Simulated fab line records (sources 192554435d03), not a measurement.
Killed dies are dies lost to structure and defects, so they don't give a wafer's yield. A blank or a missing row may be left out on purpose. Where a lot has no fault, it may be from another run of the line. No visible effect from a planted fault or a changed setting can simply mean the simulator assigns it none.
8D (eight disciplines) problem report, filled in by code | flow n5-finfet | the parts of the form that need people (team, actions taken, sign-off) are left out

1. THE PROBLEM
At N5_BEOL_M12_CMP_49, barrier-field-endpoint-s averages 26.7 s over 3 wafers from 2 lots, while fault-free wafers read 30.1 s, standard deviation 0.73. That puts it -4.7 standard deviations away from the usual mean.
The step: polishes, stops on SiOC, t overpolish 20.6 s, target thk 320 nm.
Earliest sighting: wafer L978.1 on cmp-04 at day 13 02:16. The record holds 17 wafers of 6 lots with a number at this step. Rule for "out", or "out of limits": more than 4 standard deviations from the usual mean. The other wafers with a number count as sound.

2. WHAT IT IS, WHAT IT ISN'T
question                    | is                       | is not
which readings at this step | barrier-field-endpoint-s | motor-current-A
which lots                  | L978, L981               | L968, L971, L988, L990
which wafers of those lots  | L978.1, L978.5, L981.5   | L981.3, L981.6
read on which tools         | cmp-04                   | cmp-01, cmp-02
when                        | from day 13 02:16        | up to then (6 sound wafers); but 8 sound wafers of L981, L988, L990 came after

3. WHAT RULES OUT EACH SUSPECT
Counting: any tool at a process step up to the reading remains a suspect provided it ran every lot that is out. Sound lots after the first of them don't rule it out here, since some wafers of a struck lot are sound.
- plasma-asher-01 at N5_BEOL_M12_STRIP_37 (strips in N2/H2): kept. It ran every lot that is out, first L978 (day 12 23:16); its last sound lot up to then is L971 (day 11 20:23).
- pvd-sputter-01 at N5_BEOL_M12_DEGAS_41 (time 60 s): kept. It ran every lot that is out, first L978 (day 13 01:22); its last sound lot up to then is L971 (day 11 20:43).
- pvd-sputter-01 at N5_BEOL_M12_PRE_CLEAN_42 (time 30 s): kept. It ran every lot that is out, first L978 (day 13 01:24); its last sound lot up to then is L971 (day 11 20:45).
- pvd-sputter-01 at N5_BEOL_M12_SPUTTER_43 (material TaN, target thk 15 nm, time 24.19 s): kept. It ran every lot that is out, first L978 (day 13 01:26); its last sound lot up to then is L971 (day 11 20:47).
- cmp-04 at N5_BEOL_M12_CMP_49 (polishes, stops on SiOC, t overpolish 20.6 s, target thk 320 nm): kept. It ran every lot that is out, first L978 (day 13 02:16). Its own readings are out on those wafers: barrier-field-endpoint-s.
Left after counting: plasma-asher-01 at N5_BEOL_M12_STRIP_37, pvd-sputter-01 at N5_BEOL_M12_DEGAS_41, pvd-sputter-01 at N5_BEOL_M12_PRE_CLEAN_42, pvd-sputter-01 at N5_BEOL_M12_SPUTTER_43, cmp-04 at N5_BEOL_M12_CMP_49.

4. THE CAUSE (what the simulator had put in)
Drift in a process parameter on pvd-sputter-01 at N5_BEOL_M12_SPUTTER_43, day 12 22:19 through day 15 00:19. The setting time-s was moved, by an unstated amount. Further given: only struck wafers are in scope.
Counting leaves 5 suspects; this tool is one of them.

5. THE EFFECT CHAIN, in route order
One row per reading whose mean, taken over the struck wafers that have a number, lies over 3 standard deviations from the usual. Only readings for which the record gives a usual standard deviation are gone through. hours: the time from each lot's start at the first step in this table that gives one to its start at this step, as a median over the lots. sigmas: the change in usual standard deviations.
hours | step               | reading                  | usual  | on struck wafers | change | sigmas
0     | N5_BEOL_M12_CMP_49 | barrier-field-endpoint-s | 30.1 s | 26.7             | -3.4   | -4.7
Process steps it contains:
- N5_BEOL_M12_CMP_49: polishes, stops on SiOC, t overpolish 20.6 s, target thk 320 nm.
Later steps that measure or inspect, where all struck wafers having a row at the step show a number for every such reading and not one has moved that far: N5_BEOL_M12_THK_MEAS_50.

6. WHAT WOULD HAVE CAUGHT IT SOONER
The fault began at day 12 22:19; the first out-of-limits reading in this record came at day 13 02:16, 4 hours later.
An alarm limit of 4 standard deviations would not have fired on the tool readings at N5_BEOL_M12_SPUTTER_43 for which the record gives a usual standard deviation, since none of them was out on any struck wafer.
Lots out: 2; of these, L981 started N5_BEOL_M12_SPUTTER_43 on pvd-sputter-01 after day 13 02:16. Putting the tool on hold at that point would have spared it.
